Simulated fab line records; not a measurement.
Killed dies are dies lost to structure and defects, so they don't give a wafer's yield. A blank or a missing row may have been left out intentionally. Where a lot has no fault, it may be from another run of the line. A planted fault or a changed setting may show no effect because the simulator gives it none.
Split-lot study ; flow n5_finfet ; 7 lots, 39 wafers read, on a route of 1938 steps

== SPLIT DETAILS ==
At N5_HKMG_FIN_ETCH_35 (etches SOC in N2/H2, target depth 215.8 nm, time 243.4 s), the setting bias_w was moved away from the recipe's 5 W on 15 of the 39 wafers read, by -17.8% to +15.2%. For the rest of the wafers, this setting stayed at what the recipe calls for.

The reading comes from the split's own step.

== THE READING ==
rf_vpp_V, in V, at N5_HKMG_FIN_ETCH_35 (etches SOC in N2/H2, target depth 215.8 nm, time 243.4 s). Fault-free wafers of this fab line usually give 141.3 V, standard deviation 1.1 V.

wafer;tool, chamber at the split;bias_w as run, W;against the recipe;rf_vpp_V, V;against lot-mates on the recipe
L077.1;rie_diel-02, 0;5;recipe;140.6;-
L077.2;rie_diel-02, 3;5.758;+15.2%;155.9;+14.8
L077.3;rie_diel-02, 2;5;recipe;140.6;-
L077.4;rie_diel-02, 1;5.758;+15.2%;155.4;+14.3
L077.5;rie_diel-02, 3;5.758;+15.2%;154.7;+13.6
L077.6;rie_diel-02, 2;5;recipe;142.2;-
L081.1;rie_diel-02, 3;5;recipe;141.5;-
L081.2;rie_diel-02, 1;4.227;-15.5%;126.9;-14.5
L081.3;rie_diel-02, 2;5;recipe;140.7;-
L081.4;rie_diel-02, 0;5;recipe;142.1;-
L081.5;rie_diel-02, 1;4.227;-15.5%;126.2;-15.2
L081.6;rie_diel-02, 2;4.227;-15.5%;126.5;-14.9
L084.1;rie_diel-05, 1;5.281;+5.6%;145.5;+4.6
L084.2;rie_diel-05, 3;5;recipe;141.8;-
L084.3;rie_diel-05, 0;5;recipe;140.2;-
L084.4;rie_diel-05, 2;5.281;+5.6%;146.5;+5.6
L084.5;rie_diel-05, 0;5;recipe;140.6;-
L084.6;rie_diel-05, 3;5.281;+5.6%;147.6;+6.7
L085.1;rie_diel-06, 0;5;recipe;141.3;-
L085.4;rie_diel-06, 3;5;recipe;141.1;-
L085.6;rie_diel-06, 0;5;recipe;141.2;-
L091.1;rie_diel-06, 2;5;recipe;140.1;-
L091.2;rie_diel-06, 3;5;recipe;142.9;-
L091.3;rie_diel-06, 1;5;recipe;142.4;-
L091.4;rie_diel-06, 0;5;recipe;139.7;-
L091.5;rie_diel-06, 3;5;recipe;141.6;-
L091.6;rie_diel-06, 0;5;recipe;141.9;-
L096.1;rie_diel-06, 3;5.538;+10.8%;152.2;+10.6
L096.2;rie_diel-06, 0;5;recipe;142.0;-
L096.3;rie_diel-06, 1;5.538;+10.8%;153.9;+12.3
L096.4;rie_diel-06, 2;5;recipe;141.9;-
L096.5;rie_diel-06, 3;5.538;+10.8%;151.1;+9.5
L096.6;rie_diel-06, 0;5;recipe;141.0;-
L097.1;rie_diel-06, 3;4.111;-17.8%;124.7;-18.0
L097.2;rie_diel-06, 1;5;recipe;143.5;-
L097.3;rie_diel-06, 0;4.111;-17.8%;123.1;-19.6
L097.4;rie_diel-06, 2;5;recipe;141.8;-
L097.5;rie_diel-06, 3;5;recipe;142.8;-
L097.6;rie_diel-06, 0;4.111;-17.8%;124.2;-18.5

THE FIT
A straight line over all 39 wafers: rf_vpp_V changes by +0.963 V for each +1% of bias_w; r = +0.99; the points scatter about the line by 0.93 V.
The same after taking each lot's own level away (the mean of its wafers on the recipe; 39 wafers): +0.993 V for each +1%; r = +0.99; scatter 0.88 V.
That fit puts the effect of the largest move of bias_w on the reading at 18 V.
The span of the lots' own levels, 140.87 to 142.70 V, comes to 1.7 times the standard deviation stated above.
So the lot-to-lot level changes the slope little: the two slopes agree.
Check: -17.7 V against its lot-mates is what the line predicts for one of the wafers moved furthest among these (-17.8%) when that wafer is left out of the fit. It came out at -18 V against them.
Tool readings at the split's step, against how far the setting was moved: rf_vpp_V r = +0.99.

== THE OTHER SPLITS THESE WAFERS WENT THROUGH ==
Other splits were also applied to these wafers ahead of the reading. Each is held against what the fit with the lots' levels taken away leaves over:
other split on the same wafers;wafers away from the commonest value;r with rf_vpp_V (lot level and that fit taken away)
N5_SD_EPI_P_EPI_21 epi_growth_time_s;12;-0.01
N5_HKMG_FIN_EXPOSE_46 dose_mj;15;+0.03
N5_HKMG_FIN_EXPOSE_09 dose_mj;15;-0.04

== THE FILE'S OWN FIT ==
rf_vpp_V changes by +0.992 V for each +1% of bias_w, r = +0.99.
